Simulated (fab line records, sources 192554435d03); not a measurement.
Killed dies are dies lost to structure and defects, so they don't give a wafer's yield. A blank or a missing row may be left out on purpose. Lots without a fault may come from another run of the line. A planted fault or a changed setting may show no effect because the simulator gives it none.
Chamber matching | flow n5_finfet | N5_FIN_SAQP_PECVD_06 on pecvd-04: 3 sister chambers
The step deposits a-Si from SiH4/He, target thk 60 nm, time 48.1 s. 3 wafers are shown with their chamber, then 8 later ones without.

WAFERS WITH THEIR CHAMBER
wafer  | chamber | throttle_valve_pct (%)
L082.5 | 1       | 19.9
L084.6 | 2       | 16.7
L087.4 | 0       | 17.7

WAFERS WITHOUT THEIR CHAMBER
wafer  | throttle_valve_pct (%)
L087.5 | 19.7
L087.6 | 16.7
L089.1 | 16.6
L089.3 | 17.7
L089.5 | 17.7
L092.3 | 17.6
L092.4 | 19.9
L092.5 | 17.6

WHICH CHAMBER EACH WENT THROUGH
wafer  | from the rows above | in truth
L087.5 | 1                   | 1
L087.6 | 2                   | 2
L089.1 | 2                   | 2
L089.3 | 0                   | 0
L089.5 | 0                   | 0
L092.3 | 0                   | 0
L092.4 | 1                   | 1
L092.5 | 0                   | 0
Placed correctly: 8 of 8. Can't be placed from these rows: 0. Placed wrongly: 0.
How it was worked out, from the rows above alone: a wafer's distance from a chamber is the root of the sum, over the readings, of the square of ((its reading less the chamber's mean) divided by the reading's scatter). The wafer belongs to the nearest chamber; if the next one is less than 2 further off, it can't be placed. A chamber's mean is the mean of its shown wafers. The scatter: with one shown wafer a chamber, the root of the mean of the squares of how far each hidden wafer lies from its nearest shown one.
